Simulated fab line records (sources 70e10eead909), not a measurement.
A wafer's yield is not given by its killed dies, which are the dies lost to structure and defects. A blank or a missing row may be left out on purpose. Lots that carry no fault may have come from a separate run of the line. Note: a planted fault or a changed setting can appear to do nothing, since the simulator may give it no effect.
Matching of chambers / flow nand-harc / NHARC_P_BONDPAD_ACTIVATE_29 on rie-diel-06 has 4 sister chambers
The step chemistry N2, time 60 s. 7 wafers are shown with their chamber, then 8 later ones without.

## EACH WAFER AND ITS CHAMBER
wafer=L902.2; chamber=1; drypump-motor-current-A (A)=5.7; oes-product-au (a.u.)=1.011
wafer=L902.3; chamber=2; drypump-motor-current-A (A)=5.5; oes-product-au (a.u.)=1.007
wafer=L902.5; chamber=2; drypump-motor-current-A (A)=5.5; oes-product-au (a.u.)=0.996
wafer=L904.2; chamber=0; drypump-motor-current-A (A)=5.2; oes-product-au (a.u.)=1.015
wafer=L904.5; chamber=3; drypump-motor-current-A (A)=5.8; oes-product-au (a.u.)=0.993
wafer=L904.6; chamber=0; drypump-motor-current-A (A)=5.2; oes-product-au (a.u.)=1.019
wafer=L908.4; chamber=1; drypump-motor-current-A (A)=5.6; oes-product-au (a.u.)=1.006

## WAFERS MISSING THEIR CHAMBER
wafer=L908.5; drypump-motor-current-A (A)=5.2; oes-product-au (a.u.)=1.020
wafer=L908.6; drypump-motor-current-A (A)=5.6; oes-product-au (a.u.)=1.009
wafer=L909.2; drypump-motor-current-A (A)=5.8; oes-product-au (a.u.)=0.989
wafer=L909.4; drypump-motor-current-A (A)=5.6; oes-product-au (a.u.)=1.011
wafer=L909.5; drypump-motor-current-A (A)=5.6; oes-product-au (a.u.)=1.017
wafer=L915.1; drypump-motor-current-A (A)=5.8; oes-product-au (a.u.)=0.979
wafer=L915.2; drypump-motor-current-A (A)=5.7; oes-product-au (a.u.)=0.994
wafer=L915.5; drypump-motor-current-A (A)=5.8; oes-product-au (a.u.)=0.983

## THE CHAMBER EACH PASSED THROUGH
wafer=L908.5; from the rows above=0; in truth=0
wafer=L908.6; from the rows above=can't be placed: 1 or 2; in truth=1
wafer=L909.2; from the rows above=3; in truth=3
wafer=L909.4; from the rows above=can't be placed: 1 or 2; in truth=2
wafer=L909.5; from the rows above=can't be placed: 1 or 2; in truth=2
wafer=L915.1; from the rows above=3; in truth=3
wafer=L915.2; from the rows above=can't be placed: 3 or 1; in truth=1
wafer=L915.5; from the rows above=3; in truth=3
Correct placement for 4 of the 8. Cannot be placed on the basis of these rows: 4; the candidates contain the true chamber in 4. Number placed wrongly: 0.
How it was worked out, from the rows above alone: a wafer's distance from a chamber is the root of the sum, over the readings, of the square of ((its reading less the chamber's mean) divided by the reading's scatter). The wafer belongs to the nearest chamber; if the next one is less than 2 further off, it can't be placed. A chamber's mean is the mean of its shown wafers. The scatter is the square root of a quotient: the sum, over the shown wafers, of each reading's squared deviation from its chamber's mean, divided by wafers minus chambers.
